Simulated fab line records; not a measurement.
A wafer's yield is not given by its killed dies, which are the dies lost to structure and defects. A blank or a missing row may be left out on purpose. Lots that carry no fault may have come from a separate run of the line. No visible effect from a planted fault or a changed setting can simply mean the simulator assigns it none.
fab line records	flow n5Finfet
[record] lots = 4	wafers = 12	lastDay = 16
route steps=1938 shown BEOL_M1@782 BEOL_M4@1111 PASSIVATION@1936
lots with no fault: from the same line, run without faults
startH: hours from the record's first day to the start of the lot's first wafer shown	waitH: hours from the lot's prior step to this one	" identical to the entry in the row above	L1.1+2: a single row standing in for several wafers	- value missing, or start not given	* or withheld: withheld	< > ~ a bound
route shown NAME@n: a module of which the file shows steps, and the number in the route of the first	usual: mean/standard deviation of fault-free wafers	same: alike in all rows	chamber/n: place in a boat	sites: the reading at each site	_std_site: their standard deviation	_edge_site: the outer-site mean with the inner-site mean subtracted	radiusMm: for every site, how far away it sits from the centre of the wafer	mask NAME#n: copy n	behind: the last tool/chamber to shape the wafer	hold: why the lot was held/for how many hours/how that ended	device: names the non-switching transistor (n, p or np)	end of line: tests of these same wafers at the route's end	step lacking rows: just its recipe	killed: the dies lost at the first sort to structure and to defects; this is not the yield of the wafer	map: a wafer's dies, x killed, . not, _ none there
set.NAME: the setting as run; set.NAME@STEP: as run at that earlier step	model.NAME: the simulator's own value behind a step, which no gauge read
lots seen at some steps along the route; tables by step, rows by wafer
services: the hour from which a tool's chamber was out of use, counted from the record's first day as startH (under 0 if before that day), plus the number of hours and why
[[steps]]
[step N5_BEOL_M1_SOFTBAKE_23]
[recipe] tempC = 110	timeS = 60	resist = CAR-EUV
[step N5_BEOL_M1_EXPOSE_25]
[recipe] maskId = V0	na = 0.33	sourceShape = quasar	sigmaInner = 0.2	sigmaOuter = 0.8	polarization = unpolarized	defocusNm = 5	targetCdNm = 24	doseMj = 63
[step N5_BEOL_M1_PEB_26]
[recipe] pebTempC = 100	pebTimeS = 60	resist = CAR-EUV
[step N5_BEOL_M1_DEVELOP_27]
[recipe] developTimeS = 30	developer = TMAH	resist = CAR-EUV	rinseLiquid = surfactantRinse	dry = airSpin	devTempC = 23
[step N5_BEOL_M1_DESCUM_33]
[recipe] chemistry = O2	timeS = 7	sourcePowerW = 50	biasPowerW = 20	pressureMtorr = 20	rfFrequencyHz = 2.712e+07	tempC = 40	resist = CAR-EUV	o2FlowSccm = 225
[step N5_BEOL_M1_ETCH_77]
[recipe] chemistry = N2/H2	target = underlayer	targetDepthA = 65	maskMaterial = CAR-EUV	timeS = 5.2	ionEnergyEv = 200	pressureMtorr = 30	sourceW = 840	biasW = 150	n2FlowSccm = 200	h2FlowSccm = 200	ends = cleared
[step N5_BEOL_M1_ETCH_69]
[recipe] chemistry = CF4	target = SiARC	targetDepthA = 156	maskMaterial = CAR-EUV	timeS = 26	ionEnergyEv = 80	pressureMtorr = 40	sourceW = 545	biasW = 36	Ar_flow_sccm = 100	cf4FlowSccm = 100	ends = cleared
[step N5_BEOL_M1_ALD_98]
[recipe] material = SiO2	targetThkA = 25	tempC = 100	aldPrecursorFamily = BDEAS	aldCoReactant = O2-plasma	pulseTimeS = 1	coReactantPulseTimeS = 1	purgeTimeS = 2	coReactantPurgeTimeS = 2	aldCycles = 17	pressureTorr = 2
[step N5_BEOL_M1_ETCHBACK_99]
[recipe] chemistry = CHF3	target = SiO2	targetDepthA = 50	timeS = 10.4	sourceW = 215	biasW = 47	Ar_flow_sccm = 200	CHF3_flow_sccm = 12	ionEnergyEv = 100	pressureMtorr = 30
[step N5_BEOL_M1_ETCH_70]
[recipe] chemistry = N2/H2	target = SOC	targetDepthA = 800	overetchA = 160	maskMaterial = SiARC	tempC = 40	timeS = 120	ionEnergyEv = 200	pressureMtorr = 30	sourceW = 840	biasW = 150	n2FlowSccm = 200	h2FlowSccm = 200
[usual] drypumpMotorCurrentA = 5.9/0.4	oesProductAu = 0.58/0.055	rfFwdPowerW = 835.4/2.7	rfVppV = 524.6/2.1	showerheadPlenumPTorr = 2.58/0.072	throttleValvePct = 17.87/0.29
lot.wafer	tool	chamber	startH	waitH	drypumpMotorCurrentA	oesProductAu	rfFwdPowerW	rfHoursCounterH	rfVppV	showerheadPlenumPTorr	throttleValvePct	model.SiARC_of_BEOL_M1_COAT_68.thkNm
L660.1	rieDiel-04	2	131.00	0.0	6.4	0.53	838.5	217	526.0	2.63	18.17	6.2
L660.4	"	3	"	"	5.4	0.58	828.4	171	526.9	2.65	18.13	6.6
L660.6	"	3	"	"	5.3	0.57	834.1	-	526.2	2.65	18.12	6.6
L670.2	rieDiel-04	3	200.57	0.0	5.3	0.57	633.1	194	576.9	2.64	18.16	7.4
L670.4	"	2	"	"	6.4	0.51	635.6	240	577.0	2.62	18.24	7.2
L670.5	"	0	"	"	6.1	0.65	633.7	-	573.7	2.59	17.48	7.4
L673.2	rieDiel-04	0	213.64	0.0	6.1	0.65	634.1	77	574.9	2.59	17.48	7.4
L673.4	"	2	"	"	6.4	0.51	630.5	244	575.0	2.62	18.24	7
L673.5	"	3	"	"	5.4	0.56	632.2	-	575.0	2.63	18.17	7.4
L677.1	rieDiel-03	1	234.32	0.0	5.7	0.53	835.3	217	526.3	2.63	18.03	6.8
L677.2	"	2	"	"	5.7	0.62	832.0	88	522.0	2.46	17.57	6
L677.3	"	3	"	"	6.3	0.70	836.1	15	525.8	2.60	17.34	6.6
[step N5_BEOL_M1_STRIP_71]
[recipe] chemistry = N2/H2	tempC = 40	n2FlowSccm = 200	h2FlowSccm = 200	rfFrequencyHz = 6e+07
[step N5_BEOL_M1_STRIP_78]
[recipe] chemistry = N2/H2	tempC = 40	n2FlowSccm = 200	h2FlowSccm = 200	rfFrequencyHz = 6e+07
[step N5_BEOL_M1_VIA_ETCH_34]
[recipe] chemistry = C4F6/O2	targetDepthA = 678	maskMaterial = SOC	pressureMtorr = 15	ionEnergyEv = 250	taperDeg = 4	timeS = 64.4	sourceW = 350	biasW = 170	Ar_flow_sccm = 300	C4F6_flow_sccm = 10	O2_flow_sccm = 10
[usual] drypumpMotorCurrentA = 5.9/0.4	oes_f_703_au = 0.76/0.074	oesProductAu = 0.76/0.075	rfFwdPowerW = 347.0/1.3	rfVppV = 665/9.5	showerheadPlenumPTorr = 2.88/0.078	throttleValvePct = 30.8/0.32
lot.wafer	tool	chamber	startH	waitH	drypumpMotorCurrentA	oes_f_703_au	oesProductAu	rfFwdPowerW	rfHoursCounterH	rfVppV	showerheadPlenumPTorr	throttleValvePct	model.BEOL_M1.cdNm
L660.1	rieDiel-04	2	131.10	0.0	6.4	0.69	0.70	345.5	217	671	2.91	31.0	18
L660.4	"	3	"	"	5.3	0.75	0.75	346.2	171	664	2.94	30.9	17.8
L660.6	"	3	"	"	5.3	0.75	0.75	345.8	-	662	2.94	31.0	18
L670.2	rieDiel-04	3	200.67	0.0	5.4	0.73	0.73	348.4	194	663	2.93	31.0	16.8
L670.4	"	2	"	"	6.4	0.68	0.68	347.4	240	672	2.90	31.0	17.6
L670.5	"	0	"	"	6.1	0.83	0.84	347.5	-	683	2.86	30.2	16.8
L673.2	rieDiel-04	0	213.74	0.0	6.1	0.83	0.83	347.2	77	684	2.86	30.2	17.4
L673.4	"	2	"	"	6.4	0.68	0.68	348.2	244	670	2.90	31.0	17.6
L673.5	"	3	"	"	5.3	0.72	0.73	346.8	-	663	2.93	31.0	17.2
L677.1	rieDiel-03	1	234.42	0.0	5.7	0.65	0.68	345.7	217	658	2.92	30.8	18.2
L677.2	"	2	"	"	5.7	0.82	0.82	347.7	88	665	2.79	30.9	18.4
L677.3	"	3	"	"	6.3	0.89	0.91	345.7	15	670	2.90	30.2	18.8
[step N5_BEOL_M1_STRIP_83]
[recipe] chemistry = C4F6/O2	resist = SiARC	rfFrequencyHz = 6e+07
[step N5_BEOL_M4_RC_MEAS_101]
[usual] DIBL_N = 36.3/1.8	DIBL_P = 36.5/2.1	IOFF_N = 0.16/0.031	IOFF_P = 0.22/0.038	ION_N = 677/12	ION_P = 466/7.8	SS_N = 71.5/0.61	SS_P = 73.2/0.7	VT_N = 249/3	VT_P = -248.9/3
lot.wafer	tool	chamber	startH	waitH	DIBL_N[mV/V]	DIBL_P[mV/V]	IOFF_N[nA/um]	IOFF_P[nA/um]	ION_N[uA/um]	ION_P[uA/um]	SS_N[mV/dec]	SS_P[mV/dec]	VT_N[mV]	VT_P[mV]
L660.1	prober-02	0	185.65	0.0	40.0	42.0	0.23	0.29	682	465	73.2	75.0	244	-245.8
L660.4	"	0	"	"	36.2	36.1	0.14	0.18	665	455	71.3	73.4	251	-252.4
L660.6	"	0	"	"	36.7	37.3	0.15	0.19	653	449	72.1	73.7	250	-250.8
L670.2	prober-02	0	248.87	0.2	36.3	35.4	0.18	0.22	698	473	71.0	73.7	247	-249.2
L670.4	"	0	"	"	36.6	35.6	0.18	0.23	686	470	71.3	73.3	246	-248.0
L670.5	"	0	"	"	33.6	32.0	0.12	0.18	670	466	70.5	72.1	252	-246.7
L673.2	prober-02	0	267.20	0.2	36.9	37.5	0.16	0.25	679	472	72.3	73.5	252	-248.5
L673.4	"	0	"	"	39.2	40.4	0.21	0.31	677	475	71.9	74.6	248	-245.5
L673.5	"	0	"	"	35.7	36.7	0.16	0.25	690	483	70.9	72.9	250	-245.8
L677.1	prober-02	0	281.12	0.0	34.7	34.4	0.14	0.19	663	455	70.9	72.5	252	-250.7
L677.2	"	0	"	"	34.6	35.3	0.15	0.20	673	465	71.3	72.4	249	-251.3
L677.3	"	0	"	"	35.9	36.2	0.16	0.21	670	459	71.9	72.8	251	-249.7
[step N5_PASSIVATION_PROBE_49]
[usual] defectLimitedYield = 91.2/1.5	killed_at_M0_to_M3 = 33/9.6	killed_at_M4_up = 14/5.6	killedAtContacts = 14/5.5	killedAtFrontEnd = 40/13	killedAtOther = 4/3	killedDies = 104/17	killedOpen = 68/13	killedShort = 33/7.2	sort_bin_5_function = 5.2/0.95	sort_bin_6_memory = 3.3/0.62	sort_bin_8_speed = 0.00/0.012	sortNPass = 1076/17	sortYieldPct = 91.2/1.5
[same] grossDies = 1180	killedAtBackSide = 0	sort_bin_4_leakage[%] = 0
lot.wafer	tool	chamber	startH	waitH	defectLimitedYield[%]	killed_at_M0_to_M3	killed_at_M4_up	killedAtContacts	killedAtFrontEnd	killedAtOther	killedDies	killedOpen	killedShort	sort_bin_5_function[%]	sort_bin_6_memory[%]	sort_bin_8_speed[%]	sortNPass	sortYieldPct[%]
L677.3	prober-01	-	393.94	0.1	91.0	34	25	15	31	1	106	63	42	5.1	3.9	0	1074	91.0
// killed by level:class
L677.3 BEOL_M0_SAQP:geometricParticle:short=15 BEOL_M4:geometricParticle:open=11 MOL_CONTACT_COAG:geometricParticle:open=10 FIN_SAQP:geometricParticle:open=9 BEOL_M0_SAQP:geometricParticle:open=9 MOL_CONTACT_COAG:geometricParticle:short=5 GATE_CUT:geometricParticle:short=4 FIN_SAQP:geometricParticle:short=3
[[services]]
tool	chamber	startH	hours	kind
rieDiel-04	-	122.71	2.8	pm
rieDiel-03	3	166.76	-	clean
rieDiel-03	3	166.76	-	consumableReplace:focusRing
rieDiel-03	3	166.76	20.0	scheduledDown
rieDiel-03	3	166.76	20.0	ventCycle
rieDiel-03	0	224.48	-	clean
rieDiel-03	0	224.48	-	consumableReplace:focusRing
rieDiel-03	0	224.48	20.7	scheduledDown
rieDiel-03	0	224.48	20.7	ventCycle
rieDiel-04	2	234.06	-	clean
rieDiel-04	2	234.06	-	consumableReplace:focusRing
rieDiel-04	2	234.06	14.5	scheduledDown
rieDiel-04	2	234.06	14.5	ventCycle
[[key]]
[firstSign] step = N5_BEOL_M1_ETCH_70	reading = rfFwdPowerW	direction = down	sigmas = 74	usual = *	struck = *
[effect] step = N5_BEOL_M1_ETCH_70	reading = rfVppV	direction = up	sigmas = 24	usual = 524.6	struck = 575.4
[modelEffect] step = N5_BEOL_M1_ETCH_70	value = SiARC_of_BEOL_M1_COAT_68.thkNm	without = 6.433	struck = 7.3
[modelEffect] step = N5_BEOL_M1_VIA_ETCH_34	value = BEOL_M1.cdNm	without = 17.73	struck = 17.23
metAt N5_BEOL_M1_ETCH_70
struckWafers L670.2,L670.4,L670.5,L673.2,L673.4,L673.5
onsetBetween 131.00 200.57
[fault] kind = processParameterDrift	tool = rieDiel-04	chamber = -	onsetH = 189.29	steps = N5_BEOL_M1_ETCH_70	channel = sourceW	offset = -201.6	shape = step	endH = 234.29	actsIn = theseRecipesOnly	stated = 840
